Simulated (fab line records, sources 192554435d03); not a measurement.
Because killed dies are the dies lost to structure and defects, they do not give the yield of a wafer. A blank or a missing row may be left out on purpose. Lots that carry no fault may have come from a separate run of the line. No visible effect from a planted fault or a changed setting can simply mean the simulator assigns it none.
fab line records	flow n5-finfet
record lots=24	wafers=72	last-day=18
route steps=1938 shown BEOL_M0@726 BEOL_M1@753
lots untouched by any fault: they come from a run of this same line in which no faults occurred
start-h: hours from the record's opening day to when the first of the lot's shown wafers began	wait-h: hours elapsed since this lot's preceding step	" identical to the entry in the row above	L1.1+2: several wafers, shown together as one row	- no value, or no start given	* or withheld: withheld	< > ~ a bound
route shown NAME@n: NAME is a module with steps in the file, n the number in the route of the first one	usual: the fault-free wafers' mean and standard deviation	same: alike in all rows	chamber/n: place in a boat	sites: per-site readings	_std_site: the standard deviation of these	_edge_site: mean of outer sites minus mean of inner sites	radius-mm: for every site, how far away it sits from the centre of the wafer	mask NAME#n: copy n	behind: the most recent tool/chamber to have shaped the wafer	hold: the reason the lot was held/the length of the hold in hours/how it ended	device: the n, p or np transistor that did not switch	end of line: at the end of the route, the tests of the same wafers	a step given without rows: its recipe and nothing more	killed: count of dies lost to structure and defects at first sort (not the wafer's yield)	map: per-die view of a wafer (x killed, . not killed, _ where there is no die)
set.NAME: the setting the step ran with; set.NAME@STEP: the setting that earlier step ran with	model.NAME: the simulator's own value behind a step, which no gauge read
one table for each step of the route and one row for each wafer, over a sample of lots
services: the hour from which a tool's chamber was out of use, counted from the record's first day as start-h (under 0 if before that day), plus the number of hours and why
## steps
# step N5_BEOL_M0_ETCH_109
# recipe chemistry=CH3F/O2	target-depth-a=80	overetch-a=24	target=SiCN	time-s=27.4	ion-energy-ev=120	pressure-mtorr=30	source-w=395	bias-w=75	Ar_flow_sccm=150	CH3F_flow_sccm=30	O2_flow_sccm=20
# usual drypump-motor-current-A=5.9/0.46	oes-product-au=0.68/0.059	rf-vpp-V=298.4/1.6	showerhead-plenum-p-Torr=2.05/0.065	throttle-valve-pct=16.3/0.31
lot.wafer	tool	chamber	start-h	wait-h	drypump-motor-current-A	oes-product-au	rf-hours-counter-h	rf-vpp-V	showerhead-plenum-p-Torr	throttle-valve-pct
L074.2	rie-diel-05	3	116.14	0.0	5.8	0.63	196	297.2	2.06	16.0
L074.4	"	0	"	"	6.2	0.81	9	300.0	2.12	15.8
L074.5	"	0	"	"	6.2	0.81	-	299.7	2.12	15.8
L075.1	rie-diel-06	0	120.40	0.2	6.4	0.65	180	299.0	2.09	16.6
L075.4	"	3	"	"	5.0	0.66	159	299.1	2.07	16.2
L075.6	"	0	"	"	6.3	0.64	-	300.5	2.09	16.6
L076.2	rie-diel-06	2	121.14	0.0	5.9	0.57	242	297.0	1.98	16.4
L076.5	"	3	"	"	5.0	0.65	-	298.3	2.07	16.2
L076.6	"	2	"	"	5.9	0.58	-	296.1	1.98	16.4
L078.1	rie-diel-06	2	134.36	0.2	5.9	0.57	246	296.1	1.97	16.4
L078.3	"	3	"	"	5.0	0.65	162	298.0	2.07	16.2
L078.6	"	1	"	"	6.5	0.74	-	300.7	2.12	16.1
L077.1	rie-diel-06	3	134.50	0.0	5.0	0.65	162	299.9	2.07	16.2
L077.4	"	2	"	"	5.9	0.57	246	297.9	1.97	16.4
L077.6	"	3	"	"	5.0	0.66	-	298.5	2.07	16.2
L079.1	rie-diel-04	0	150.99	0.0	5.0	0.76	41	297.0	1.96	16.5
L079.2	"	3	"	"	6.3	0.70	66	296.9	2.02	16.0
L079.3	"	1	"	"	5.8	0.60	219	298.7	2.06	16.2
L080.3	rie-diel-05	2	163.39	0.3	5.4	0.70	71	297.0	1.94	16.0
L080.4	"	3	"	"	5.8	0.61	214	299.0	2.06	16.0
L080.5	"	1	"	"	5.8	0.65	-	298.1	2.10	16.8
L081.1	rie-diel-04	0	163.72	0.0	5.0	0.73	46	298.0	1.96	16.5
L081.5	"	2	"	"	6.3	0.70	-	300.1	2.12	16.4
L081.6	"	3	"	"	6.3	0.71	-	297.5	2.02	16.0
L082.1	rie-diel-05	1	173.79	0.0	5.8	0.65	146	298.4	2.10	16.8
L082.5	"	3	"	"	5.8	0.62	-	298.4	2.06	16.0
L082.6	"	2	"	"	5.4	0.73	-	296.6	1.94	16.0
L083.2	rie-diel-06	1	181.21	0.1	6.5	0.72	49	299.1	2.12	16.1
L083.3	"	3	"	"	5.0	0.64	175	299.5	2.07	16.2
L083.4	"	2	"	"	5.9	0.84	2	296.2	1.97	16.0
L085.1	rie-diel-06	2	181.35	0.0	5.9	0.84	2	296.9	1.97	16.0
L085.3	"	0	"	"	6.4	0.62	202	297.5	2.08	16.6
L085.4	"	1	"	"	6.5	0.72	49	299.1	2.12	16.2
L084.1	rie-diel-04	1	185.15	0.0	5.8	0.58	230	298.3	2.06	16.2
L084.2	"	0	"	"	4.9	0.73	52	295.4	1.95	16.5
L084.3	"	3	"	"	6.3	0.69	78	298.1	2.02	16.0
L086.1	rie-diel-05	2	190.07	0.3	5.4	0.69	79	297.0	1.94	16.0
L086.3	"	1	"	"	5.8	0.62	152	297.7	2.10	16.8
L086.5	"	1	"	"	5.9	0.64	-	302.2	2.10	16.8
L088.1	rie-diel-04	3	200.77	0.1	6.3	0.69	84	298.2	2.02	16.0
L088.2	"	2	"	"	6.3	0.68	96	298.2	2.11	16.4
L088.5	"	1	"	"	5.8	0.59	-	298.8	2.06	16.2
L087.3	rie-diel-04	2	206.78	0.5	6.3	0.67	99	299.2	2.11	16.4
L087.4	"	2	"	"	6.2	0.69	-	300.7	2.11	16.4
L087.5	"	1	"	"	5.8	0.60	-	298.5	2.06	16.3
L089.1	rie-diel-05	3	215.17	0.0	5.9	0.60	230	300.0	2.05	16.1
L089.4	"	2	"	"	5.4	0.70	87	297.1	1.94	16.0
L089.6	"	1	"	"	5.8	0.64	-	297.8	2.10	16.8
L090.1	rie-diel-06	1	221.36	0.6	6.5	0.69	61	299.1	2.11	16.2
L090.2	"	0	"	"	6.3	0.60	214	298.6	2.07	16.7
L090.3	"	2	"	"	5.9	0.80	14	296.5	1.97	16.0
L091.1	rie-diel-05	1	228.51	0.0	5.8	0.62	165	298.8	2.09	16.8
L091.3	"	0	"	"	6.2	0.73	49	299.9	2.10	15.9
L091.6	"	2	"	"	5.4	0.70	-	296.0	1.94	16.0
L092.1	rie-diel-04	3	238.73	0.1	6.3	0.70	98	297.3	2.01	16.0
L092.4	"	3	"	"	6.3	0.68	-	298.5	2.01	16.0
L092.6	"	2	"	"	6.3	0.69	-	298.5	2.11	16.4
L094.1	rie-diel-05	1	239.38	0.0	5.8	0.61	169	299.4	2.09	16.9
L094.2	"	0	"	"	6.2	0.73	53	299.2	2.10	15.9
L094.5	"	0	"	"	6.2	0.73	-	299.9	2.10	15.9
L093.3	rie-diel-05	0	242.25	0.3	6.2	0.74	55	299.6	2.10	15.9
L093.4	"	2	"	"	5.4	0.72	-	295.4	1.93	16.0
L093.5	"	0	"	"	6.2	0.74	-	300.9	2.10	15.9
L096.1	rie-diel-05	0	249.28	0.0	6.2	0.72	58	299.1	2.10	15.9
L096.2	"	1	"	"	5.9	0.61	173	299.5	2.09	16.9
L096.6	"	1	"	"	5.8	0.62	-	299.2	2.09	16.9
L095.1	rie-diel-04	3	249.36	0.0	6.2	0.69	102	296.1	2.01	16.0
L095.2	"	2	"	"	6.3	0.67	114	298.4	2.11	16.4
L095.5	"	0	"	"	5.0	0.72	-	296.3	1.95	16.5
L097.1	rie-diel-05	0	258.16	0.0	6.2	0.72	61	299.5	2.10	16.0
L097.3	"	2	"	"	5.4	0.69	103	296.1	1.93	16.0
L097.5	"	0	"	"	6.2	0.73	-	300.2	2.10	15.9
# step N5_BEOL_M0_DEGAS_112
# recipe ambient=vacuum	temp-c=250	time-s=60
# usual heater-power-w=372/27
lot.wafer	tool	chamber	start-h	wait-h	heater-power-w
L074.2	pvd-sputter-03	-	116.41	0.1	356
L074.4	"	-	"	"	357
L074.5	"	-	"	"	387
L075.1	pvd-sputter-01	-	120.97	0.4	355
L075.4	"	-	"	"	400
L075.6	"	-	"	"	379
L076.2	pvd-sputter-01	-	121.73	0.5	373
L076.5	"	-	"	"	413
L076.6	"	-	"	"	391
L078.1	pvd-sputter-03	-	139.70	5.2	388
L078.3	"	-	"	"	374
L078.6	"	-	"	"	397
L077.1	pvd-sputter-03	-	140.10	5.5	334
L077.4	"	-	"	"	397
L077.6	"	-	"	"	395
L079.1	pvd-sputter-01	-	151.31	0.2	371
L079.2	"	-	"	"	397
L079.3	"	-	"	"	346
L080.3	pvd-sputter-01	-	164.18	0.6	403
L080.4	"	-	"	"	352
L080.5	"	-	"	"	402
L081.1	pvd-sputter-01	-	164.62	0.8	401
L081.5	"	-	"	"	370
L081.6	"	-	"	"	415
L082.1	pvd-sputter-01	-	174.30	0.4	398
L082.5	"	-	"	"	362
L082.6	"	-	"	"	369
L083.2	pvd-sputter-02	-	181.98	0.6	323
L083.3	"	-	"	"	343
L083.4	"	-	"	"	349
L085.1	pvd-sputter-03	-	182.01	0.5	336
L085.3	"	-	"	"	368
L085.4	"	-	"	"	394
L084.1	pvd-sputter-03	-	185.68	0.4	401
L084.2	"	-	"	"	358
L084.3	"	-	"	"	366
L086.1	pvd-sputter-03	-	190.66	0.4	335
L086.3	"	-	"	"	336
L086.5	"	-	"	"	352
L088.1	pvd-sputter-01	-	201.37	0.4	409
L088.2	"	-	"	"	381
L088.5	"	-	"	"	399
L087.3	pvd-sputter-01	-	206.95	0.0	399
L087.4	"	-	"	"	405
L087.5	"	-	"	"	404
L089.1	pvd-sputter-01	-	215.98	0.7	398
L089.4	"	-	"	"	367
L089.6	"	-	"	"	376
L090.1	pvd-sputter-03	-	223.38	1.9	323
L090.2	"	-	"	"	372
L090.3	"	-	"	"	350
L091.1	pvd-sputter-01	-	229.08	0.4	348
L091.3	"	-	"	"	378
L091.6	"	-	"	"	352
L092.1	pvd-sputter-03	-	239.11	0.2	327
L092.4	"	-	"	"	399
L092.6	"	-	"	"	361
L094.1	pvd-sputter-01	-	241.30	1.8	349
L094.2	"	-	"	"	373
L094.5	"	-	"	"	350
L093.3	pvd-sputter-01	-	242.48	0.1	386
L093.4	"	-	"	"	393
L093.5	"	-	"	"	346
L096.1	pvd-sputter-01	-	249.56	0.1	352
L096.2	"	-	"	"	404
L096.6	"	-	"	"	400
L095.1	pvd-sputter-03	-	249.84	0.3	329
L095.2	"	-	"	"	351
L095.5	"	-	"	"	365
L097.1	pvd-sputter-03	-	259.40	1.1	368
L097.3	"	-	"	"	347
L097.5	"	-	"	"	327
# step N5_BEOL_M0_ANNEAL_117
# recipe temp-c=400	time-s=60	ambient=vacuum
# usual heater-power-w=896/60	susceptor_temp_C_max=401.0/0.46
lot.wafer	tool	chamber	start-h	wait-h	heater-power-w	susceptor_temp_C_max
L074.2	pvd-sputter-03	-	118.97	0.0	818	400.8
L074.4	"	-	"	"	911	402.0
L074.5	"	-	"	"	825	400.5
L075.1	pvd-sputter-01	-	122.13	0.0	898	400.5
L075.4	"	-	"	"	1013	400.7
L075.6	"	-	"	"	1032	400.7
L076.2	pvd-sputter-03	-	124.18	0.0	804	400.4
L076.5	"	-	"	"	998	400.6
L076.6	"	-	"	"	938	402.0
L078.1	pvd-sputter-03	-	140.98	0.0	874	401.5
L078.3	"	-	"	"	953	400.4
L078.6	"	-	"	"	925	400.8
L077.1	pvd-sputter-03	-	141.42	0.0	911	401.5
L077.4	"	-	"	"	963	400.7
L077.6	"	-	"	"	919	401.4
L079.1	pvd-sputter-01	-	153.68	0.0	890	400.9
L079.2	"	-	"	"	987	400.9
L079.3	"	-	"	"	944	401.1
L080.3	pvd-sputter-02	-	164.87	0.0	800	400.6
L080.4	"	-	"	"	872	400.5
L080.5	"	-	"	"	877	401.6
L081.1	pvd-sputter-01	-	165.24	0.0	850	401.1
L081.5	"	-	"	"	940	401.8
L081.6	"	-	"	"	987	401.1
L082.1	pvd-sputter-03	-	175.56	0.0	865	401.4
L082.5	"	-	"	"	880	402.0
L082.6	"	-	"	"	815	401.1
L083.2	pvd-sputter-03	-	182.78	0.0	910	401.2
L083.3	"	-	"	"	814	401.4
L083.4	"	-	"	"	986	400.4
L085.1	pvd-sputter-02	-	182.84	0.0	816	401.0
L085.3	"	-	"	"	861	400.7
L085.4	"	-	"	"	865	400.5
L084.1	pvd-sputter-03	-	186.48	0.0	836	400.8
L084.2	"	-	"	"	902	401.1
L084.3	"	-	"	"	935	400.6
L086.1	pvd-sputter-03	-	191.42	0.0	981	401.2
L086.3	"	-	"	"	901	401.4
L086.5	"	-	"	"	887	401.3
L088.1	pvd-sputter-03	-	203.76	0.0	934	401.7
L088.2	"	-	"	"	1019	401.4
L088.5	"	-	"	"	910	401.5
L087.3	pvd-sputter-02	-	209.27	0.0	822	400.1
L087.4	"	-	"	"	892	401.0
L087.5	"	-	"	"	866	400.1
L089.1	pvd-sputter-02	-	218.33	0.0	837	400.0
L089.4	"	-	"	"	868	401.2
L089.6	"	-	"	"	853	401.4
L090.1	pvd-sputter-03	-	224.20	0.0	913	402.0
L090.2	"	-	"	"	830	400.3
L090.3	"	-	"	"	968	400.8
L091.1	pvd-sputter-01	-	230.11	0.0	1002	401.5
L091.3	"	-	"	"	931	401.5
L091.6	"	-	"	"	888	400.5
L092.1	pvd-sputter-02	-	241.02	0.0	846	400.7
L092.4	"	-	"	"	878	401.4
L092.6	"	-	"	"	881	401.3
L094.1	pvd-sputter-02	-	241.92	0.0	834	400.8
L094.2	"	-	"	"	838	400.8
L094.5	"	-	"	"	875	400.9
L093.3	pvd-sputter-01	-	243.44	0.0	1018	400.6
L093.4	"	-	"	"	1008	401.2
L093.5	"	-	"	"	1024	400.2
L096.1	pvd-sputter-02	-	250.47	0.0	856	400.6
L096.2	"	-	"	"	884	400.9
L096.6	"	-	"	"	827	400.8
L095.1	pvd-sputter-03	-	252.04	0.0	818	400.6
L095.2	"	-	"	"	916	400.8
L095.5	"	-	"	"	830	400.7
L097.1	pvd-sputter-03	-	260.30	0.0	946	401.3
L097.3	"	-	"	"	975	400.8
L097.5	"	-	"	"	986	401.0
# step N5_BEOL_M0_RS_MEAS_126
# recipe thk-meas-gauge=four-point-probe	reads=Co_of_BEOL_M0_CO_CAP_123+Cu_of_BEOL_M0_ECD_118+Co_of_BEOL_M0_CVD_115+TaN_of_BEOL_M0_ALD_136
# usual M0_RS=0.536/0.027
lot.wafer	tool	chamber	start-h	wait-h	M0_RS[ohm/sq]
L074.2	film-metro-02	-	120.36	0.1	0.532
L074.4	"	-	"	"	0.526
L074.5	"	-	"	"	0.540
L075.1	film-metro-02	-	124.19	0.0	0.565
L075.4	"	-	"	"	0.531
L075.6	"	-	"	"	0.582
L076.2	film-metro-01	-	126.06	0.1	0.536
L076.5	"	-	"	"	0.528
L076.6	"	-	"	"	0.535
L078.1	film-metro-01	-	142.87	0.0	0.531
L078.3	"	-	"	"	0.546
L078.6	"	-	"	"	0.531
L077.1	film-metro-01	-	143.15	0.1	0.539
L077.4	"	-	"	"	0.525
L077.6	"	-	"	"	0.495
L079.1	film-metro-01	-	155.01	0.0	0.506
L079.2	"	-	"	"	0.536
L079.3	"	-	"	"	0.478
L080.3	film-metro-02	-	166.26	0.1	0.584
L080.4	"	-	"	"	0.499
L080.5	"	-	"	"	0.521
L081.1	film-metro-02	-	166.64	0.0	0.575
L081.5	"	-	"	"	0.552
L081.6	"	-	"	"	0.545
L082.1	film-metro-01	-	176.91	0.0	0.540
L082.5	"	-	"	"	0.528
L082.6	"	-	"	"	0.517
L083.2	film-metro-02	-	184.38	0.1	0.544
L083.3	"	-	"	"	0.544
L083.4	"	-	"	"	0.560
L085.1	film-metro-02	-	184.52	0.0	0.559
L085.3	"	-	"	"	0.504
L085.4	"	-	"	"	0.505
L084.1	film-metro-01	-	187.81	0.0	0.553
L084.2	"	-	"	"	0.495
L084.3	"	-	"	"	0.517
L086.1	film-metro-01	-	192.77	0.1	0.551
L086.3	"	-	"	"	0.480
L086.5	"	-	"	"	0.497
L088.1	film-metro-01	-	205.13	0.1	0.540
L088.2	"	-	"	"	0.539
L088.5	"	-	"	"	0.506
L087.3	film-metro-01	-	210.60	0.1	0.548
L087.4	"	-	"	"	0.530
L087.5	"	-	"	"	0.559
L089.1	film-metro-01	-	219.68	0.1	0.521
L089.4	"	-	"	"	0.532
L089.6	"	-	"	"	0.521
L090.1	film-metro-01	-	225.89	0.0	0.585
L090.2	"	-	"	"	0.533
L090.3	"	-	"	"	0.519
L091.1	film-metro-02	-	231.62	0.0	0.586
L091.3	"	-	"	"	0.531
L091.6	"	-	"	"	0.527
L092.1	film-metro-02	-	242.56	0.0	0.590
L092.4	"	-	"	"	0.497
L092.6	"	-	"	"	0.520
L094.1	film-metro-02	-	243.25	0.0	0.582
L094.2	"	-	"	"	0.543
L094.5	"	-	"	"	0.562
L093.3	film-metro-01	-	244.79	0.1	0.550
L093.4	"	-	"	"	0.542
L093.5	"	-	"	"	0.529
L096.1	film-metro-01	-	252.38	0.0	0.573
L096.2	"	-	"	"	0.534
L096.6	"	-	"	"	0.542
L095.1	film-metro-02	-	253.37	0.0	0.500
L095.2	"	-	"	"	0.501
L095.5	"	-	"	"	0.531
L097.1	film-metro-02	-	261.68	0.0	0.517
L097.3	"	-	"	"	0.570
L097.5	"	-	"	"	0.548
# step N5_BEOL_M1_PECVD_72
# recipe material=SiO2	target-thk-a=160	temp-c=400	precursor=TEOS/O2	pressure-torr=5.5	rf-w=450	teos-flow-sccm=53.8	gas=O2	flow-sccm=3000	time-s=18
# usual heater-power-outer-w=389/55	heater-power-w=698/89	showerhead-plenum-p-Torr=8.74/0.039	showerhead-vpp-V=1324/63	throttle-valve-pct=21.5/0.94
lot.wafer	tool	chamber	start-h	wait-h	heater-power-outer-w	heater-power-w	showerhead-plenum-p-Torr	showerhead-vpp-V	throttle-valve-pct
L074.2	pecvd-02	0	120.52	0.0	417	691	8.70	1363	20.6
L074.4	"	0	"	"	403	691	8.72	1361	20.6
L074.5	"	1	"	"	306	652	8.73	1322	21.0
L075.1	pecvd-01	0	124.36	0.0	357	618	8.82	1362	21.1
L075.4	"	1	"	"	529	899	8.77	1280	23.2
L075.6	"	0	"	"	370	619	8.83	1343	21.2
L076.2	pecvd-01	1	126.22	0.0	546	954	8.77	1274	23.6
L076.5	"	1	"	"	558	914	8.76	1290	23.4
L076.6	"	0	"	"	293	553	8.85	1339	21.2
L078.1	pecvd-02	2	143.04	0.0	441	808	8.74	1372	21.7
L078.3	"	1	"	"	350	667	8.73	1310	21.2
L078.6	"	2	"	"	443	818	8.74	1377	21.7
L077.1	pecvd-04	2	143.31	0.0	469	842	8.72	1225	21.7
L077.4	"	2	"	"	346	681	8.71	1251	21.7
L077.6	"	1	"	"	361	657	8.71	1428	22.4
L079.1	pecvd-04	1	155.18	0.0	347	637	8.71	1440	22.3
L079.2	"	0	"	"	406	673	8.77	1328	21.8
L079.3	"	2	"	"	350	692	8.73	1240	21.9
L080.3	pecvd-04	0	166.43	0.0	382	632	8.79	1314	21.8
L080.4	"	0	"	"	358	628	8.78	1329	21.9
L080.5	"	1	"	"	315	559	8.70	1425	22.3
L081.1	pecvd-02	0	166.80	0.0	404	683	8.71	1358	20.4
L081.5	"	1	"	"	278	613	8.76	1323	21.2
L081.6	"	2	"	"	434	810	8.73	1344	21.8
L082.1	pecvd-04	2	177.07	0.0	453	818	8.73	1217	21.7
L082.5	"	0	"	"	416	680	8.80	1343	21.9
L082.6	"	1	"	"	319	602	8.71	1403	22.2
L083.2	pecvd-02	0	184.55	0.0	405	686	8.71	1369	20.4
L083.3	"	1	"	"	365	727	8.75	1308	21.3
L083.4	"	0	"	"	394	657	8.71	1368	20.5
L085.1	pecvd-04	1	184.69	0.0	332	605	8.70	1395	22.2
L085.3	"	0	"	"	432	698	8.78	1330	21.9
L085.4	"	2	"	"	439	838	8.72	1239	21.9
L084.1	pecvd-02	0	187.97	0.0	372	632	8.71	1360	20.5
L084.2	"	1	"	"	331	657	8.73	1314	21.2
L084.3	"	2	"	"	430	803	8.76	1373	21.8
L086.1	pecvd-02	0	192.95	0.0	413	676	8.72	1356	20.6
L086.3	"	1	"	"	366	723	8.77	1291	21.2
L086.5	"	0	"	"	404	670	8.68	1345	20.5
L088.1	pecvd-01	2	205.30	0.0	306	538	8.80	1210	21.9
L088.2	"	1	"	"	506	912	8.73	1280	23.3
L088.5	"	0	"	"	357	608	8.82	1355	21.1
L087.3	pecvd-02	1	210.78	0.1	332	674	8.77	1286	21.0
L087.4	"	0	"	"	408	669	8.71	1359	20.6
L087.5	"	0	"	"	412	674	8.71	1364	20.7
L089.1	pecvd-01	2	219.87	0.0	343	598	8.81	1195	22.1
L089.4	"	0	"	"	358	621	8.84	1352	21.3
L089.6	"	2	"	"	339	590	8.81	1222	22.0
L090.1	pecvd-04	0	226.06	0.0	381	645	8.79	1326	22.2
L090.2	"	1	"	"	375	651	8.70	1446	22.0
L090.3	"	2	"	"	458	838	8.72	1235	21.6
L091.1	pecvd-02	1	231.79	0.0	313	656	8.75	1300	21.4
L091.3	"	2	"	"	444	813	8.72	1376	19.0
L091.6	"	1	"	"	325	660	8.73	1294	21.0
L092.1	pecvd-01	0	242.73	0.0	321	575	8.82	1371	21.3
L092.4	"	1	"	"	518	917	8.78	1267	23.6
L092.6	"	0	"	"	316	558	8.83	1351	21.2
L094.1	pecvd-04	0	243.41	0.0	343	596	8.79	1327	21.7
L094.2	"	2	"	"	390	715	8.73	1236	22.1
L094.5	"	0	"	"	347	591	8.77	1314	21.7
L093.3	pecvd-04	0	244.97	0.0	415	707	8.82	1326	21.9
L093.4	"	2	"	"	420	761	8.72	1228	22.1
L093.5	"	0	"	"	416	691	8.81	1331	22.1
L096.1	pecvd-02	1	252.54	0.0	353	689	8.75	1296	20.9
L096.2	"	2	"	"	396	749	8.72	1380	19.3
L096.6	"	2	"	"	404	749	8.73	1355	19.1
L095.1	pecvd-02	2	253.53	0.0	443	794	8.72	1359	19.3
L095.2	"	1	"	"	335	658	8.75	1284	21.2
L095.5	"	0	"	"	412	693	8.69	1363	20.6
L097.1	pecvd-02	0	261.85	0.0	393	659	8.73	1368	20.7
L097.3	"	2	"	"	399	718	8.71	1365	19.1
L097.5	"	0	"	"	384	649	8.70	1371	20.7
# step N5_BEOL_M1_ETCHBACK_99
# recipe chemistry=CHF3	target=SiO2	target-depth-a=50	time-s=10.4	source-w=215	bias-w=47	Ar_flow_sccm=200	CHF3_flow_sccm=12	ion-energy-ev=100	pressure-mtorr=30
# usual CHF3_flow_sccm=12.00/0.037	drypump-motor-current-A=5.6/0.38	oes-product-au=0.76/0.076	rf-vpp-V=240/5.8	showerhead-plenum-p-Torr=2.13/0.069	throttle-valve-pct=17.16/0.26
lot.wafer	tool	chamber	start-h	wait-h	CHF3_flow_sccm	drypump-motor-current-A	oes-product-au	rf-hours-counter-h	rf-vpp-V	showerhead-plenum-p-Torr	throttle-valve-pct
L074.2	rie-diel-03	0	133.62	10.8	12.03	5.4	0.76	175	244	2.23	17.31
L074.4	"	2	"	"	12.03	5.9	0.71	241	236	2.08	17.45
L074.5	"	2	"	"	12.02	5.8	0.70	-	236	2.08	17.47
L075.1	rie-diel-03	3	142.21	15.3	12.01	5.2	0.76	138	231	2.07	17.20
L075.4	"	2	"	"	11.96	5.9	0.71	242	236	2.08	17.46
L075.6	"	1	"	"	11.97	5.1	0.68	-	237	2.13	17.52
L076.2	rie-diel-02	3	142.33	12.9	11.91	5.4	0.84	71	244	2.18	16.90
L076.5	"	0	"	"	11.97	5.6	0.66	-	243	2.22	17.17
L076.6	"	3	"	"	11.93	5.3	0.84	-	247	2.18	16.92
L077.1	rie-diel-02	3	146.77	1.3	11.98	5.3	0.84	72	244	2.18	16.90
L077.4	"	1	"	"	12.03	5.6	0.77	142	235	2.07	17.37
L077.6	"	2	"	"	11.99	5.9	0.74	-	240	2.16	17.15
L078.1	rie-diel-03	1	150.10	5.2	12.06	5.1	0.67	219	236	2.13	17.51
L078.3	"	2	"	"	12.00	5.9	0.70	245	235	2.08	17.47
L078.6	"	3	"	"	12.02	5.2	0.75	-	230	2.07	17.21
L079.1	rie-diel-03	0	161.32	3.0	11.97	5.4	0.75	181	244	2.22	17.32
L079.2	"	3	"	"	12.01	5.2	0.76	142	232	2.07	17.21
L079.3	"	1	"	"	12.01	5.1	0.67	222	238	2.13	17.54
L080.3	rie-diel-01	3	173.05	0.2	11.96	6.1	0.72	196	233	2.04	17.53
L080.4	"	1	"	"	12.00	5.3	0.75	153	250	2.04	17.15
L080.5	"	0	"	"	12.01	6.4	0.74	-	247	2.13	16.81
L081.1	rie-diel-03	1	181.59	8.5	11.95	5.1	0.67	227	238	2.12	17.54
L081.5	"	1	"	"	11.98	5.1	0.67	-	237	2.12	17.52
L081.6	"	3	"	"	12.05	5.2	0.75	-	230	2.07	17.23
L082.1	rie-diel-02	1	184.88	5.3	12.07	5.6	0.76	153	237	2.07	17.37
L082.5	"	0	"	"	11.99	5.6	0.94	-	242	2.22	16.76
L082.6	"	1	"	"	12.04	5.6	0.76	-	236	2.07	17.39
L083.2	rie-diel-01	0	189.15	1.9	12.01	6.4	0.74	174	248	2.13	16.86
L083.3	"	1	"	"	12.02	5.3	0.74	157	251	2.04	17.17
L083.4	"	3	"	"	12.04	6.1	0.73	199	234	2.04	17.54
L085.1	rie-diel-02	1	189.42	2.0	11.98	5.6	0.75	154	235	2.07	17.38
L085.3	"	0	"	"	11.97	5.6	0.95	5	242	2.22	16.77
L085.4	"	3	"	"	11.94	5.3	0.81	86	244	2.18	16.92
L084.1	rie-diel-01	2	194.11	1.5	12.00	6.1	0.73	158	242	2.22	16.78
L084.2	"	1	"	"	12.01	5.3	0.74	159	250	2.04	17.13
L084.3	"	3	"	"	11.97	6.1	0.72	201	235	2.04	17.55
L086.1	rie-diel-02	0	199.92	5.0	11.99	5.6	0.93	9	244	2.22	16.77
L086.3	"	3	"	"	12.00	5.3	0.81	89	245	2.18	16.93
L086.5	"	0	"	"	11.98	5.6	0.94	-	242	2.22	16.78
L088.1	rie-diel-02	2	210.37	2.7	12.02	5.9	0.73	159	239	2.16	17.21
L088.2	"	1	"	"	11.96	5.6	0.75	161	235	2.07	17.40
L088.5	"	3	"	"	12.00	5.3	0.81	-	244	2.18	16.94
L087.3	rie-diel-01	1	220.53	7.4	12.01	5.3	0.74	165	250	2.04	17.17
L087.4	"	0	"	"	12.02	6.4	0.73	185	248	2.12	16.87
L087.5	"	2	"	"	12.01	6.1	0.73	-	241	2.22	16.80
L089.1	rie-diel-03	2	224.66	2.1	12.00	5.9	0.97	10	234	2.07	16.99
L089.4	"	1	"	"	12.01	5.1	0.66	242	237	2.12	17.56
L089.6	"	0	"	"	12.00	5.4	0.72	-	244	2.21	17.37
L090.1	rie-diel-03	3	232.90	4.2	11.98	5.2	0.72	166	230	2.06	17.24
L090.2	"	2	"	"	12.02	5.9	0.97	14	235	2.07	16.99
L090.3	"	0	"	"	11.98	5.4	0.72	206	244	2.21	17.38
L091.1	rie-diel-01	1	238.24	2.5	12.01	5.3	0.74	172	251	2.04	17.18
L091.3	"	0	"	"	12.04	6.4	0.74	192	248	2.12	16.88
L091.6	"	1	"	"	12.04	5.3	0.74	-	251	2.04	17.19
L092.1	rie-diel-01	3	248.74	2.7	12.04	6.1	0.71	221	234	2.03	17.57
L092.4	"	0	"	"	11.96	6.4	0.73	195	247	2.12	16.88
L092.6	"	3	"	"	11.98	6.0	0.71	-	234	2.03	17.59
L094.1	rie-diel-02	3	255.17	8.9	12.02	5.4	0.81	96	244	2.17	16.94
L094.2	"	0	"	"	12.02	5.6	0.91	16	242	2.22	16.79
L094.5	"	3	"	"	11.98	5.4	0.81	-	243	2.17	16.95
L093.3	rie-diel-02	0	257.47	6.7	11.92	5.6	0.90	17	243	2.22	16.78
L093.4	"	1	"	"	11.98	5.6	0.75	166	235	2.06	17.40
L093.5	"	0	"	"	11.98	5.6	0.90	-	242	2.22	16.79
L096.1	rie-diel-02	1	258.99	4.5	11.96	5.6	0.75	166	236	2.06	17.40
L096.2	"	0	"	"	12.03	5.6	0.91	17	242	2.22	16.79
L096.6	"	0	"	"	12.04	5.6	0.91	-	242	2.22	16.78
L095.1	rie-diel-03	0	259.18	3.6	12.07	5.4	0.72	215	243	2.21	17.40
L095.2	"	2	"	"	11.99	5.8	0.94	24	236	2.07	17.01
L095.5	"	0	"	"	12.07	5.4	0.72	-	243	2.21	17.40
L097.1	rie-diel-01	3	268.61	3.7	12.04	6.1	0.70	226	234	2.03	17.57
L097.3	"	0	"	"	11.92	6.4	0.71	200	248	2.12	16.89
L097.5	"	0	"	"	11.95	6.4	0.71	-	248	2.12	16.92
## services
tool	chamber	start-h	hours	kind
rie-diel-03	3	101.29	10.9	repair
pecvd-04	2	103.38	6.2	repair
pvd-sputter-02	-	108.32	7.1	repair
rie-diel-01	-	109.57	5.3	repair
pecvd-01	-	125.27	0.5	repair
rie-diel-01	1	126.45	15.1	repair
rie-diel-05	2	133.03	8.9	repair
pvd-sputter-02	-	134.32	7.9	repair
rie-diel-04	-	137.93	0.3	repair
rie-diel-03	3	146.00	3.7	repair
rie-diel-02	0	156.91	-	clean
pvd-sputter-02	-	157.03	4.8	repair
pecvd-02	-	158.06	4.1	repair
rie-diel-06	-	176.36	0.6	repair
rie-diel-01	1	197.73	6.1	repair
pecvd-02	2	202.38	-	clean
pecvd-02	2	202.38	-	consumable-replace:showerhead
pecvd-02	2	202.38	29.0	scheduled-down
pecvd-02	2	202.38	29.0	vent-cycle
rie-diel-01	1	210.44	1.8	repair
rie-diel-02	-	212.13	28.1	pm
pecvd-01	-	216.10	0.8	repair
pvd-sputter-03	-	216.20	4.0	repair
rie-diel-06	0	268.22	15.3	repair
## key
fault none
